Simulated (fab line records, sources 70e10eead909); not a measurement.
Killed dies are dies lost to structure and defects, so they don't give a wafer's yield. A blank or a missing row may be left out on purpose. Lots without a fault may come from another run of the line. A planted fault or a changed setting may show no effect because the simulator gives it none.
fab line records | flow nand_harc
record lots=22 wafers=66 last_day=34
route steps=1302 shown A_STAIRCASE@767
lots that met no fault: from a run of the same line without faults
start_h: hours from the record's first day to the start of the lot's first wafer shown | wait_h: hours since the lot's step before | " the same as in the row above | L1.1+2: a row that stands for several wafers | - no value, or no start given | * or withheld: withheld | < > ~ a bound
route shown NAME@n: a module of which the file shows steps, and the number in the route of the first | usual: mean/standard deviation of fault-free wafers | same: alike in all rows | chamber/n: place in a boat | sites: the reading at each site | _std_site: their standard deviation | _edge_site: outer sites' mean less inner sites' | radius_mm: how far each site lies from the wafer's centre | mask NAME#n: copy n | behind: the tool/chamber that last shaped the wafer | hold: why the lot was held/for how many hours/how that ended | device: the transistor (n, p or np) that didn't switch | end of line: the same wafers' tests at the end of the route | a step without rows: its recipe alone | killed: dies lost to structure and defects at the first sort, not the wafer's yield | map: a wafer's dies, x killed, . not, _ none there
set.NAME: the setting as run; set.NAME@STEP: as run at that earlier step | model.NAME: the simulator's own value behind a step, which no gauge read
steps of the route over a sample of lots; a table a step, a row a wafer
services: from which hour (start_h, from the record's first day; less than 0 if before it) a tool's chamber was out of use, for how many hours, and why
## steps
# step NHARC_A_STAIRCASE_ETCH_253
# recipe target_depth_a=500 time_s=20.2 ion_energy_ev=400 c4f8_flow_sccm=20 o2_flow_sccm=10 ar_flow_sccm=withheld rf_w=600 bias_w=1000 chemistry=C4F8/O2
# usual oes_product_au=0.950/0.019 rf_vpp_V=894/4.8
# columns lot.wafer tool chamber start_h wait_h oes_product_au rf_hours_counter_h rf_vpp_V
L074.2 rie_diel-05 0 360.43 0.1 0.982 29 887
L074.4 " 3 " " 0.955 27 898
L074.5 " 1 " " 0.968 - 903
L075.2 rie_diel-03 0 367.72 0.1 0.922 24 897
L075.4 " 1 " " 0.934 24 899
L075.5 " 1 " " 0.931 - 902
L078.1 rie_diel-05 2 395.86 0.1 0.919 44 893
L078.3 " 3 " " 0.920 39 898
L078.5 " 0 " " 0.930 - 888
L076.1 rie_diel-03 3 398.44 0.3 0.919 41 895
L076.2 " 0 " " 0.923 36 898
L076.6 " 2 " " 0.933 - 888
L077.1 rie_diel-03 3 400.30 0.1 0.953 41 897
L077.6 " 3 " " 0.967 - 895
L077.4 " 0 " " 0.949 - 897
L079.5 rie_diel-03 0 404.84 0.0 0.929 - 898
L079.6 " 2 " " 0.934 - 889
L079.4 " 3 " " 0.936 - 896
L080.2 rie_diel-02 0 423.15 0.1 0.971 8 898
L080.4 " 2 " " 0.968 - 889
L080.5 " 0 " " 0.964 - 898
L082.4 rie_diel-03 0 437.24 0.1 0.949 47 898
L082.1 " 1 " " 0.977 34 899
L082.3 " 2 " " 0.963 52 887
L085.2 rie_diel-03 1 474.08 0.1 0.950 1 899
L085.1 " 0 " " 0.950 1 898
L085.6 " 1 " " 0.961 - 900
L083.3 rie_diel-03 3 474.33 0.1 0.961 1 895
L083.2 " 0 " " 0.974 1 899
L083.4 " 2 " " 0.968 1 887
L084.4 rie_diel-03 2 477.78 0.1 0.951 2 887
L084.3 " 3 " " 0.934 2 895
L084.5 " 1 " " 0.946 - 899
L087.2 rie_diel-02 3 497.91 0.1 0.987 28 896
L087.4 " 2 " " 0.971 33 888
L087.6 " 3 " " 0.987 - 894
L088.2 rie_diel-05 3 502.23 0.2 0.934 28 897
L088.4 " 0 " " 0.932 27 887
L088.3 " 1 " " 0.921 26 901
L089.3 rie_diel-02 1 508.28 0.4 0.919 38 891
L089.4 " 2 " " 0.945 38 889
L089.6 " 2 " " 0.938 - 887
L090.4 rie_diel-05 1 528.25 0.2 0.942 33 901
L090.6 " 2 " " 0.942 - 893
L090.5 " 3 " " 0.939 - 898
L092.4 rie_diel-05 1 536.86 0.1 0.943 37 898
L092.1 " 0 " " 0.940 36 886
L092.5 " 1 " " 0.941 - 900
L091.3 rie_diel-02 2 537.49 0.1 0.952 46 888
L091.1 " 0 " " 0.938 45 898
L091.5 " 3 " " 0.962 - 894
L093.4 rie_diel-02 2 562.20 0.1 0.955 54 888
L093.2 " 0 " " 0.962 54 898
L093.5 " 2 " " 0.952 - 888
L095.4 rie_diel-03 2 572.59 0.1 0.960 34 888
L095.5 " 0 " " 0.980 - 897
L095.6 " 1 " " 0.959 - 900
L094.2 rie_diel-03 2 573.05 0.1 0.964 34 887
L094.4 " 3 " " 0.967 39 895
L094.5 " 2 " " 0.966 - 889
L096.2 rie_diel-03 1 586.77 0.1 0.957 36 898
L096.4 " 0 " " 0.963 42 897
L096.5 " 2 " " 0.951 - 888
L097.1 rie_diel-03 2 601.57 0.1 0.951 45 886
L097.2 " 0 " " 0.968 50 897
L097.5 " 2 " " 0.953 - 886
# step NHARC_A_STAIRCASE_HM_DEP_459
# recipe target_thk_a=15000 temp_c=400 material=aC
# usual throttle_valve_pct=35.000/0.0088
# columns lot.wafer tool chamber start_h wait_h throttle_valve_pct
L074.2 acl_dep-03 0 373.52 4.1 35.011
L074.4 " 0 " " 35.000
L074.5 " 0 " " 34.999
L075.2 acl_dep-03 0 382.85 4.1 34.995
L075.4 " 0 " " 34.999
L075.5 " 0 " " 35.007
L078.1 acl_dep-03 0 404.10 1.4 35.007
L078.3 " 0 " " 34.997
L078.5 " 0 " " 34.993
L076.1 acl_dep-02 0 409.44 2.6 34.996
L076.2 " 0 " " 35.003
L076.6 " 0 410.98 4.1 35.001
L077.1 acl_dep-01 0 410.72 3.0 35.003
L077.4 " 0 " " 35.015
L077.6 " 0 " " 35.017
L079.4 acl_dep-01 0 413.48 1.8 35.006
L079.5 " 0 " " 35.000
L079.6 " 0 " " 35.006
L080.2 acl_dep-03 0 431.79 0.9 35.003
L080.4 " 0 " " 34.994
L080.5 " 0 " " 35.000
L082.1 acl_dep-02 0 446.84 1.3 35.015
L082.3 " 0 " " 35.011
L082.4 " 0 " " 34.998
L085.1 acl_dep-02 0 490.14 6.3 35.000
L085.2 " 0 " " 34.997
L085.6 " 0 491.66 7.8 34.988
L083.2 acl_dep-01 0 490.83 6.8 35.016
L083.3 " 0 " " 34.992
L083.4 " 0 " " 34.999
L084.3 acl_dep-02 0 492.58 2.7 35.007
L084.4 " 0 " " 34.997
L084.5 " 0 " " 35.014
L087.2 acl_dep-01 0 508.03 0.4 35.000
L087.4 " 0 " " 34.997
L087.6 " 0 " " 34.994
L088.2 acl_dep-03 0 510.35 0.8 34.991
L088.3 " 0 " " 34.980
L088.4 " 0 " " 34.990
L089.3 acl_dep-01 0 518.70 3.3 34.989
L089.4 " 0 " " 35.003
L089.6 " 0 " " 34.997
L090.4 acl_dep-03 0 538.03 1.6 34.999
L090.5 " 0 " " 35.013
L090.6 " 0 " " 35.002
L092.1 acl_dep-03 0 544.18 0.1 35.006
L092.4 " 0 " " 35.001
L092.5 " 0 " " 34.996
L091.1 acl_dep-01 0 546.19 0.9 34.996
L091.3 " 0 " " 34.997
L091.5 " 0 " " 35.009
L093.2 acl_dep-03 0 574.68 1.1 35.013
L093.4 " 0 " " 34.988
L093.5 " 0 " " 34.998
L095.4 acl_dep-03 0 580.19 1.0 34.997
L095.5 " 0 " " 34.997
L095.6 " 0 " " 34.996
L094.2 acl_dep-02 0 582.27 1.0 34.999
L094.4 " 0 " " 35.002
L094.5 " 0 " " 34.998
L096.2 acl_dep-01 0 594.16 0.4 35.014
L096.4 " 0 " " 34.980
L096.5 " 0 " " 34.996
L097.1 acl_dep-01 0 608.42 0.1 34.996
L097.2 " 0 " " 35.000
L097.5 " 0 " " 34.997
# step NHARC_A_STAIRCASE_ETCH_292
# recipe cf4_flow_sccm=100 chf3_flow_sccm=30 ar_flow_sccm=0 rf_w=500 bias_w=200 chemistry=CF4/CHF3
# usual cf4_flow_sccm=99.95/0.29 drypump_motor_current_A=6.0/0.41 oes_product_au=0.936/0.022 rf_vpp_V=369.6/2.1 showerhead_plenum_p_Torr=1.54/0.056 throttle_valve_pct=16.802/0.0091
# columns lot.wafer tool chamber start_h wait_h cf4_flow_sccm drypump_motor_current_A oes_product_au rf_hours_counter_h rf_vpp_V showerhead_plenum_p_Torr throttle_valve_pct
L074.2 rie_diel-02 2 376.13 0.1 99.81 6.0 0.916 52 367.9 1.49 16.794
L074.4 " 3 " " 100.16 6.1 0.929 51 370.4 1.56 16.810
L074.5 " 1 " " 99.84 5.9 0.915 - 368.1 1.52 16.794
L075.2 rie_diel-03 3 385.92 0.4 99.87 6.3 0.904 33 371.7 1.58 16.801
L075.5 " 3 " " 99.85 6.3 0.910 - 370.1 1.58 16.814
L075.4 " 0 " " 100.29 5.7 0.919 - 371.2 1.60 16.819
L078.1 rie_diel-03 3 407.20 0.1 99.82 6.3 0.948 42 371.5 1.57 16.819
L078.3 " 0 " " 100.01 5.7 0.962 38 371.9 1.59 16.812
L078.5 " 2 " " 100.29 6.6 0.953 - 368.0 1.47 16.791
L076.1 rie_diel-02 3 412.39 0.1 100.42 6.1 0.927 3 370.2 1.56 16.802
L076.2 " 0 " " 99.70 5.6 0.927 4 371.9 1.61 16.787
L076.6 " 1 " " 99.92 6.0 0.928 - 368.3 1.52 16.800
L077.1 rie_diel-02 2 413.63 0.1 100.14 6.0 0.955 4 367.6 1.48 16.801
L077.6 " 0 " " 99.66 5.6 0.962 - 370.8 1.61 16.796
L077.4 " 2 " " 100.19 6.0 0.954 - 367.7 1.48 16.815
L079.5 rie_diel-02 0 415.69 0.1 100.00 5.6 0.933 - 371.4 1.61 16.814
L079.6 " 1 " " 99.93 6.0 0.924 - 369.7 1.52 16.805
L079.4 " 2 " " 99.70 6.0 0.934 - 367.1 1.48 16.819
L080.2 rie_diel-05 2 434.42 0.1 99.62 5.8 0.929 6 368.6 1.53 16.796
L080.4 " 0 " " 99.91 6.7 0.931 7 367.2 1.46 16.810
L080.5 " 2 " " 99.35 5.8 0.938 - 369.6 1.53 16.805
L082.3 rie_diel-05 1 449.80 0.1 99.74 6.2 0.940 8 372.2 1.63 16.786
L082.1 " 3 " " 100.15 5.2 0.968 9 371.1 1.58 16.792
L082.4 " 0 " " 99.91 6.7 0.957 9 366.0 1.46 16.786
L085.1 rie_diel-05 1 492.95 0.1 100.10 6.2 0.909 23 373.1 1.63 16.800
L085.2 " 2 " " 99.88 5.8 0.928 24 367.8 1.53 16.813
L085.6 " 0 " " 99.84 6.7 0.928 - 365.8 1.46 16.782
L083.2 rie_diel-02 3 493.48 0.1 100.18 6.1 0.920 27 370.1 1.56 16.820
L083.4 " 0 " " 99.85 5.6 0.926 34 369.3 1.60 16.799
L083.3 " 1 " " 99.58 5.9 0.913 32 369.2 1.51 16.795
L084.4 rie_diel-03 1 494.88 0.1 99.85 5.6 0.927 7 371.8 1.62 16.806
L084.3 " 0 " " 100.15 5.7 0.914 4 370.5 1.59 16.818
L084.5 " 1 " " 99.61 5.6 0.920 - 372.6 1.62 16.800
L087.4 rie_diel-05 0 510.67 0.1 99.89 6.6 0.960 30 366.4 1.46 16.802
L087.2 " 1 " " 100.37 6.2 0.965 29 371.7 1.63 16.797
L087.6 " 3 " " 99.61 5.2 0.961 - 370.9 1.58 16.811
L088.2 rie_diel-05 3 512.95 0.1 99.34 5.2 0.921 32 371.1 1.58 16.806
L088.3 " 0 " " 100.23 6.7 0.919 30 367.1 1.46 16.809
L088.4 " 2 " " 100.23 5.8 0.921 32 369.3 1.52 16.803
L089.3 rie_diel-03 0 521.14 0.1 99.66 5.7 0.922 16 371.4 1.59 16.806
L089.4 " 0 " " 99.58 5.7 0.921 - 369.9 1.59 16.813
L089.6 " 3 " " 100.40 6.3 0.922 - 370.4 1.57 16.804
L090.4 rie_diel-02 0 539.98 0.1 100.08 5.6 0.938 46 372.3 1.59 16.799
L090.5 " 1 " " 100.05 5.9 0.919 - 366.3 1.51 16.798
L090.6 " 2 " " 99.62 6.0 0.938 - 367.4 1.47 16.795
L092.4 rie_diel-02 1 547.57 0.1 100.21 6.0 0.918 51 369.7 1.51 16.802
L092.1 " 3 " " 100.26 6.1 0.933 46 370.0 1.55 16.800
L092.5 " 0 " " 99.45 5.6 0.946 - 369.2 1.59 16.815
L091.1 rie_diel-03 2 549.12 0.1 99.41 6.6 0.927 27 366.6 1.46 16.790
L091.3 " 3 " " 100.18 6.3 0.916 30 370.9 1.56 16.794
L091.5 " 1 " " 99.68 5.6 0.918 - 371.4 1.61 16.805
L093.4 rie_diel-05 3 577.18 0.1 100.05 5.2 0.926 52 370.2 1.57 16.786
L093.2 " 0 " " 100.01 6.7 0.918 50 367.4 1.45 16.799
L093.5 " 3 " " 100.17 5.2 0.928 - 371.0 1.57 16.790
L095.4 rie_diel-02 3 582.20 0.1 99.97 6.1 0.965 0 368.5 1.55 16.806
L095.6 " 3 " " 99.74 6.1 0.965 - 369.7 1.55 16.793
L095.5 " 0 " " 99.90 5.6 0.967 - 371.8 1.59 16.803
L094.2 rie_diel-02 0 584.99 0.1 99.38 5.6 0.980 1 372.6 1.59 16.798
L094.4 " 2 " " 100.35 6.0 0.986 1 365.7 1.47 16.810
L094.5 " 0 " " 99.34 5.6 0.989 - 371.9 1.59 16.784
L096.2 rie_diel-03 1 596.80 0.1 99.99 5.6 0.923 40 372.9 1.61 16.799
L096.4 " 0 " " 99.90 5.7 0.917 46 370.2 1.58 16.784
L096.5 " 1 " " 100.21 5.6 0.913 - 372.6 1.61 16.796
L097.2 rie_diel-05 0 611.36 0.1 100.35 6.7 0.929 4 375.2 1.70 16.799
L097.1 " 3 " " 100.18 5.2 0.915 5 370.9 1.57 16.806
L097.5 " 1 " " 99.77 6.2 0.935 - 372.8 1.62 16.800
# step NHARC_A_STAIRCASE_ETCH_452
# recipe target_depth_a=300 overetch_a=30 time_s=16.5 ion_energy_ev=100 cf4_flow_sccm=80 o2_flow_sccm=20 ar_flow_sccm=0 rf_w=300 bias_w=100 chemistry=CF4/O2
# usual cf4_flow_sccm=79.97/0.24 drypump_motor_current_A=6.0/0.4 oes_product_au=0.998/0.0098 rf_vpp_V=197.3/1.4 showerhead_plenum_p_Torr=1.31/0.049 throttle_valve_pct=13.397/0.0092
# columns lot.wafer tool chamber start_h wait_h cf4_flow_sccm drypump_motor_current_A oes_product_au rf_hours_counter_h rf_vpp_V showerhead_plenum_p_Torr throttle_valve_pct
L074.2 rie_diel-02 3 - - 79.96 6.1 1.004 51 197.4 1.33 13.402
L074.4 " 0 " " 80.05 5.6 0.987 53 199.5 1.37 13.414
L074.5 " 3 " " 80.24 6.1 1.008 - 197.9 1.33 13.396
L075.2 rie_diel-03 3 - - 80.14 6.3 0.990 34 199.2 1.34 13.380
L075.5 " 3 " " 80.31 6.3 0.989 - 197.6 1.34 13.398
L075.4 " 0 " " 79.76 5.7 0.993 - 199.3 1.36 13.397
L078.1 rie_diel-03 3 - - 79.92 6.3 0.994 42 197.4 1.34 13.424
L078.3 " 0 " " 79.87 5.7 0.993 38 198.4 1.35 13.393
L078.5 " 0 " " 79.83 5.7 0.991 - 197.6 1.35 13.386
L076.2 rie_diel-02 1 - - 79.57 5.9 0.995 5 197.7 1.29 13.408
L076.1 " 3 " " 80.01 6.1 1.005 3 196.7 1.33 13.387
L076.6 " 2 " " 79.91 6.0 1.006 - 196.7 1.26 13.384
L077.1 rie_diel-02 2 - - 79.50 6.0 0.999 4 196.5 1.26 13.397
L077.6 " 0 " " 79.85 5.6 1.006 - 198.8 1.36 13.412
L077.4 " 1 " " 80.26 5.9 0.994 - 197.8 1.29 13.387
L079.5 rie_diel-02 1 - - 80.11 5.9 0.995 - 196.5 1.29 13.394
L079.6 " 2 " " 79.97 6.0 1.002 - 195.7 1.26 13.394
L079.4 " 0 " " 80.22 5.6 1.009 - 196.9 1.36 13.406
L080.2 rie_diel-05 0 - - 79.91 6.7 1.012 7 195.6 1.24 13.391
L080.4 " 1 " " 79.79 6.2 0.981 6 198.0 1.39 13.394
L080.5 " 3 " " 79.63 5.2 1.005 - 199.1 1.34 13.396
L082.1 rie_diel-05 0 - - 80.12 6.7 0.993 9 194.3 1.24 13.409
L082.4 " 1 " " 80.04 6.2 0.978 8 199.2 1.39 13.409
L082.3 " 3 " " 80.06 5.2 1.004 9 197.4 1.34 13.397
L085.1 rie_diel-05 2 - - 80.24 5.9 1.000 24 196.6 1.29 13.389
L085.2 " 0 " " 80.09 6.7 0.987 24 194.3 1.24 13.396
L085.6 " 3 " " 79.85 5.1 1.001 - 197.8 1.34 13.397
L083.3 rie_diel-02 0 - - 79.87 5.6 1.005 34 199.8 1.36 13.417
L083.4 " 1 " " 79.54 6.0 0.986 32 195.9 1.28 13.390
L083.2 " 3 " " 80.00 6.1 1.014 27 198.1 1.32 13.403
L084.4 rie_diel-03 0 - - 80.31 5.7 1.001 4 197.7 1.35 13.388
L084.3 " 1 " " 79.84 5.6 0.993 8 199.4 1.37 13.401
L084.5 " 2 " " 79.98 6.6 1.008 - 195.5 1.24 13.402
L087.2 rie_diel-05 0 - - 80.27 6.7 0.987 30 198.0 1.23 13.401
L087.4 " 1 " " 80.22 6.2 0.979 29 198.5 1.38 13.395
L087.6 " 2 " " 79.83 5.8 0.990 - 197.0 1.29 13.395
L088.2 rie_diel-05 0 - - 79.58 6.7 0.997 30 195.5 1.24 13.410
L088.3 " 2 " " 79.99 5.8 1.005 32 196.2 1.29 13.404
L088.4 " 3 " " 80.04 5.2 0.991 32 197.6 1.34 13.399
L089.3 rie_diel-03 0 - - 80.09 5.6 0.993 16 197.1 1.35 13.396
L089.4 " 0 " " 79.93 5.7 0.997 - 196.5 1.35 13.395
L089.6 " 2 " " 79.95 6.6 0.997 - 196.4 1.24 13.389
L090.4 rie_diel-02 0 - - 80.30 5.6 1.017 46 198.5 1.35 13.379
L090.6 " 2 " " 79.68 6.0 1.023 - 196.1 1.25 13.375
L090.5 " 3 " " 80.22 6.1 1.018 - 196.6 1.32 13.397
L092.1 rie_diel-02 0 - - 80.24 5.6 1.018 52 197.9 1.35 13.398
L092.4 " 1 " " 79.86 5.9 0.988 51 197.8 1.28 13.402
L092.5 " 0 " " 80.09 5.6 1.024 - 198.6 1.35 13.382
L091.3 rie_diel-03 3 - - 79.66 6.3 0.987 30 196.9 1.33 13.393
L091.1 " 2 " " 80.13 6.6 0.998 27 197.4 1.24 13.403
L091.5 " 0 " " 80.08 5.7 0.988 - 197.9 1.34 13.376
L093.4 rie_diel-05 1 - - 80.31 6.2 0.980 58 199.1 1.37 13.396
L093.2 " 2 " " 79.67 5.8 0.997 55 197.0 1.29 13.401
L093.5 " 0 " " 80.06 6.7 0.988 - 198.3 1.23 13.406
L095.4 rie_diel-02 1 - - 79.98 5.9 0.991 0 196.3 1.28 13.399
L095.6 " 3 " " 80.13 6.1 1.009 - 196.1 1.31 13.417
L095.5 " 0 " " 79.86 5.6 1.011 - 197.3 1.35 13.402
L094.4 rie_diel-02 2 - - 80.11 6.0 1.008 1 197.0 1.24 13.402
L094.2 " 0 " " 79.64 5.6 1.020 1 199.0 1.35 13.401
L094.5 " 1 " " 79.88 6.0 0.981 - 197.8 1.27 13.396
L096.4 rie_diel-03 0 - - 79.89 5.6 0.994 47 197.9 1.34 13.399
L096.2 " 3 " " 80.08 6.3 0.997 46 197.5 1.32 13.419
L096.5 " 0 " " 80.03 5.6 0.992 - 197.5 1.34 13.399
L097.2 rie_diel-05 0 - - 79.87 6.7 0.990 5 199.5 1.45 13.389
L097.1 " 3 " " 79.81 5.2 0.999 5 197.1 1.33 13.399
L097.5 " 0 " " 80.01 6.7 0.996 - 201.1 1.44 13.387
# step NHARC_A_STAIRCASE_ETCH_294
# recipe target_depth_a=49890 time_s=1211.6 ion_energy_ev=800 c4f8_flow_sccm=80 o2_flow_sccm=60 ar_flow_sccm=withheld rf_w=600 bias_w=3000 chemistry=C4F8/O2/Ar
# usual oes_product_au=0.931/0.013 rf_vpp_V=1823/9.1
# columns lot.wafer tool chamber start_h wait_h oes_product_au rf_hours_counter_h rf_vpp_V
L074.2 rie_diel-02 0 - - 0.926 53 1833
L074.4 " 2 " " 0.937 52 1813
L074.5 " 0 " " 0.934 - 1832
L075.2 rie_diel-03 3 - - 0.916 35 1827
L075.5 " 3 " " 0.916 - 1826
L075.4 " 0 " " 0.915 - 1830
L078.3 rie_diel-03 3 - - 0.919 43 1828
L078.1 " 2 " " 0.934 42 1809
L078.5 " 0 " " 0.923 - 1831
L076.2 rie_diel-02 0 - - 0.936 4 1833
L076.1 " 3 " " 0.925 4 1825
L076.6 " 0 " " 0.935 - 1832
L077.1 rie_diel-02 0 - - 0.927 5 1833
L077.6 " 2 " " 0.931 - 1813
L077.4 " 1 " " 0.926 - 1817
L079.5 rie_diel-02 0 - - 0.937 - 1832
L079.6 " 1 " " 0.917 - 1818
L079.4 " 2 " " 0.924 - 1812
L080.4 rie_diel-05 3 - - 0.936 7 1827
L080.2 " 0 " " 0.927 7 1810
L080.5 " 2 " " 0.924 - 1821
L082.1 rie_diel-05 3 - - 0.955 9 1829
L082.3 " 0 " " 0.924 9 1807
L082.4 " 1 " " 0.922 8 1836
L085.2 rie_diel-05 1 - - 0.931 23 1836
L085.1 " 3 " " 0.941 26 1829
L085.6 " 1 " " 0.915 - 1837
L083.3 rie_diel-02 0 - - 0.943 34 1831
L083.2 " 1 " " 0.915 32 1816
L083.4 " 2 " " 0.943 32 1811
L084.4 rie_diel-03 0 - - 0.909 5 1829
L084.3 " 3 " " 0.926 8 1827
L084.5 " 0 " " 0.916 - 1829
L087.4 rie_diel-05 1 - - 0.930 29 1837
L087.2 " 3 " " 0.938 32 1828
L087.6 " 1 " " 0.930 - 1836
L088.4 rie_diel-05 1 - - 0.916 30 1835
L088.3 " 3 " " 0.927 33 1827
L088.2 " 0 " " 0.922 30 1808
L089.3 rie_diel-03 3 - - 0.920 19 1826
L089.4 " 3 " " 0.927 - 1827
L089.6 " 2 " " 0.936 - 1810
L090.4 rie_diel-02 2 - - 0.938 47 1809
L090.6 " 1 " " 0.928 - 1817
L090.5 " 2 " " 0.944 - 1809
L092.1 rie_diel-02 2 - - 0.941 51 1811
L092.4 " 1 " " 0.930 51 1817
L092.5 " 3 " " 0.937 - 1822
L091.1 rie_diel-03 2 - - 0.917 27 1810
L091.3 " 3 " " 0.924 30 1826
L091.5 " 1 " " 0.926 - 1834
L093.4 rie_diel-05 3 - - 0.928 52 1827
L093.2 " 0 " " 0.918 50 1806
L093.5 " 1 " " 0.905 - 1835
L095.4 rie_diel-02 3 - - 0.952 0 1826
L095.6 " 2 " " 0.968 - 1809
L095.5 " 3 " " 0.947 - 1822
L094.4 rie_diel-02 0 - - 0.950 1 1831
L094.2 " 1 " " 0.928 1 1814
L094.5 " 0 " " 0.949 - 1830
L096.4 rie_diel-03 0 - - 0.922 47 1828
L096.2 " 1 " " 0.915 40 1833
L096.5 " 3 " " 0.922 - 1825
L097.1 rie_diel-05 1 - - 0.934 5 1835
L097.2 " 0 " " 0.949 5 1848
L097.5 " 1 " " 0.932 - 1833
# step NHARC_A_STAIRCASE_ETCH_453
# recipe target_depth_a=300 overetch_a=30 time_s=16.5 ion_energy_ev=100 cf4_flow_sccm=80 o2_flow_sccm=20 ar_flow_sccm=0 rf_w=300 bias_w=100 chemistry=CF4/O2
# usual cf4_flow_sccm=80.02/0.23 drypump_motor_current_A=6.0/0.45 oes_product_au=0.997/0.0095 rf_vpp_V=197.2/1.3 showerhead_plenum_p_Torr=1.31/0.051 throttle_valve_pct=13.396/0.009
# columns lot.wafer tool chamber start_h wait_h cf4_flow_sccm drypump_motor_current_A oes_product_au rf_hours_counter_h rf_vpp_V showerhead_plenum_p_Torr throttle_valve_pct
L074.2 rie_diel-03 0 - - 79.87 5.7 0.997 30 197.0 1.36 13.382
L074.4 " 2 " " 79.95 6.6 0.989 - 196.5 1.25 13.392
L074.5 " 0 " " 79.92 5.7 0.993 - 198.5 1.36 13.384
L075.2 rie_diel-05 1 394.68 0.1 80.19 6.2 0.998 47 198.3 1.39 13.410
L075.4 " 2 " " 80.14 5.8 1.001 43 195.6 1.30 13.395
L075.5 " 0 " " 79.84 6.7 1.011 - 196.9 1.24 13.407
L078.3 rie_diel-03 0 - - 80.47 5.7 0.985 41 198.7 1.35 13.397
L078.1 " 3 " " 80.04 6.3 0.985 45 197.7 1.33 13.392
L078.5 " 3 " " 80.12 6.3 0.992 - 196.3 1.33 13.386
L076.2 rie_diel-05 0 - - 79.87 6.7 1.001 1 197.0 1.24 13.398
L076.1 " 1 " " 80.09 6.2 0.990 1 198.3 1.39 13.401
L076.6 " 0 " " 79.86 6.7 0.999 - 196.1 1.24 13.391
L077.1 rie_diel-02 2 - - 80.25 6.0 1.005 6 197.2 1.26 13.396
L077.4 " 2 " " 80.17 6.0 1.006 - 196.4 1.26 13.398
L077.6 " 0 " " 80.00 5.6 1.001 - 198.9 1.36 13.396
L079.4 rie_diel-05 3 - - 79.62 5.2 0.988 1 198.0 1.34 13.391
L079.6 " 2 " " 80.22 5.8 0.995 - 197.1 1.30 13.400
L079.5 " 3 " " 79.71 5.2 1.001 - 198.1 1.34 13.395
L080.2 rie_diel-05 0 - - 79.86 6.7 1.008 8 195.2 1.24 13.406
L080.4 " 2 " " 79.80 5.8 0.999 7 196.3 1.30 13.388
L080.5 " 0 " " 79.67 6.7 1.001 - 194.7 1.24 13.404
L082.1 rie_diel-05 2 - - 79.86 5.8 1.006 9 197.3 1.30 13.407
L082.3 " 0 " " 79.52 6.7 0.994 10 196.5 1.24 13.379
L082.4 " 1 " " 79.43 6.2 0.980 9 200.0 1.39 13.380
L085.2 rie_diel-03 0 - - 80.02 5.7 0.995 6 198.9 1.35 13.403
L085.1 " 3 " " 80.27 6.3 0.991 9 196.8 1.33 13.401
L085.6 " 1 " " 80.18 5.6 0.992 - 199.1 1.37 13.392
L083.4 rie_diel-05 1 - - 79.71 6.2 0.985 26 197.8 1.38 13.403
L083.2 " 2 " " 80.11 5.8 1.005 27 195.7 1.29 13.401
L083.3 " 3 " " 80.12 5.2 0.996 28 198.1 1.34 13.414
L084.3 rie_diel-05 1 - - 80.04 6.2 0.982 27 198.3 1.38 13.380
L084.4 " 2 " " 80.31 5.8 1.003 28 197.0 1.29 13.398
L084.5 " 0 " " 80.27 6.7 0.991 - 196.1 1.24 13.401
L087.4 rie_diel-03 2 - - 80.07 6.6 0.994 14 196.0 1.24 13.403
L087.2 " 0 " " 80.10 5.7 0.985 14 197.7 1.35 13.408
L087.6 " 2 " " 79.99 6.6 0.997 - 195.7 1.24 13.402
L088.2 rie_diel-02 3 - - 79.65 6.1 1.009 35 197.4 1.32 13.392
L088.3 " 0 " " 80.18 5.5 1.007 42 197.7 1.35 13.397
L088.4 " 2 " " 80.27 6.0 1.002 41 197.3 1.25 13.390
L089.3 rie_diel-02 2 - - 79.67 6.0 1.013 44 196.1 1.25 13.397
L089.4 " 3 " " 80.15 6.1 1.003 38 197.4 1.32 13.406
L089.6 " 2 " " 79.96 6.0 1.011 - 198.4 1.25 13.393
L090.4 rie_diel-03 0 - - 79.97 5.7 0.995 28 197.5 1.34 13.394
L090.5 " 3 " " 80.47 6.3 0.996 - 199.3 1.33 13.391
L090.6 " 0 " " 79.81 5.7 0.990 - 198.7 1.34 13.389
L092.1 rie_diel-02 1 - - 80.00 6.0 0.988 52 197.0 1.28 13.392
L092.4 " 2 " " 80.36 6.0 1.005 52 195.8 1.25 13.397
L092.5 " 1 " " 79.95 6.0 0.978 - 197.3 1.28 13.398
L091.3 rie_diel-03 0 - - 80.11 5.7 0.994 30 197.4 1.34 13.395
L091.1 " 2 " " 79.78 6.6 0.997 29 195.2 1.24 13.386
L091.5 " 0 " " 79.91 5.7 1.002 - 201.0 1.34 13.394
L093.2 rie_diel-05 2 - - 79.78 5.8 0.999 58 195.5 1.29 13.394
L093.4 " 0 " " 80.30 6.7 0.990 52 195.0 1.23 13.389
L093.5 " 3 " " 79.72 5.2 1.001 - 198.8 1.33 13.385
L095.4 rie_diel-03 2 - - 79.99 6.6 1.000 38 194.7 1.23 13.389
L095.6 " 1 " " 79.80 5.6 0.981 - 197.3 1.37 13.385
L095.5 " 2 " " 80.03 6.7 1.011 - 196.9 1.23 13.396
L094.4 rie_diel-02 3 - - 80.44 6.1 1.002 3 198.4 1.31 13.398
L094.2 " 0 " " 79.79 5.6 1.018 3 197.0 1.35 13.400
L094.5 " 2 " " 80.20 6.0 1.004 - 195.5 1.24 13.382
L096.4 rie_diel-05 3 - - 79.97 5.2 1.000 2 197.4 1.33 13.410
L096.2 " 1 " " 80.30 6.2 0.999 3 198.0 1.37 13.386
L096.5 " 3 " " 80.03 5.2 0.985 - 197.2 1.33 13.389
L097.1 rie_diel-02 1 - - 79.86 6.0 0.987 15 196.3 1.27 13.384
L097.2 " 2 " " 80.02 6.0 1.017 18 194.9 1.24 13.399
L097.5 " 1 " " 80.01 6.0 0.989 - 196.4 1.27 13.391
## services
# columns tool chamber start_h hours kind
rie_diel-03 0 337.37 3.0 repair
rie_diel-03 2 340.82 2.7 repair
rie_diel-02 0 350.26 - clean
rie_diel-02 1 350.26 - clean
rie_diel-02 2 350.26 - clean
rie_diel-02 3 350.26 - clean
acl_dep-01 - 368.66 13.0 pm
rie_diel-02 0 374.76 - clean
rie_diel-03 1 384.70 31.3 repair
rie_diel-02 - 394.44 9.0 pm
rie_diel-05 - 406.98 9.0 pm
rie_diel-02 3 413.34 12.9 repair
acl_dep-02 - 425.81 13.0 pm
rie_diel-03 - 458.30 9.0 pm
acl_dep-03 - 484.11 13.0 pm
rie_diel-03 0 485.25 7.6 repair
rie_diel-05 - 508.42 0.2 repair
rie_diel-03 1 518.37 15.8 repair
acl_dep-01 - 549.66 13.0 pm
rie_diel-05 - 567.52 0.6 repair
rie_diel-02 - 572.22 9.0 pm
rie_diel-05 1 583.19 7.0 repair
rie_diel-05 - 583.98 9.0 pm
acl_dep-02 - 609.35 13.0 pm
## key
fault none
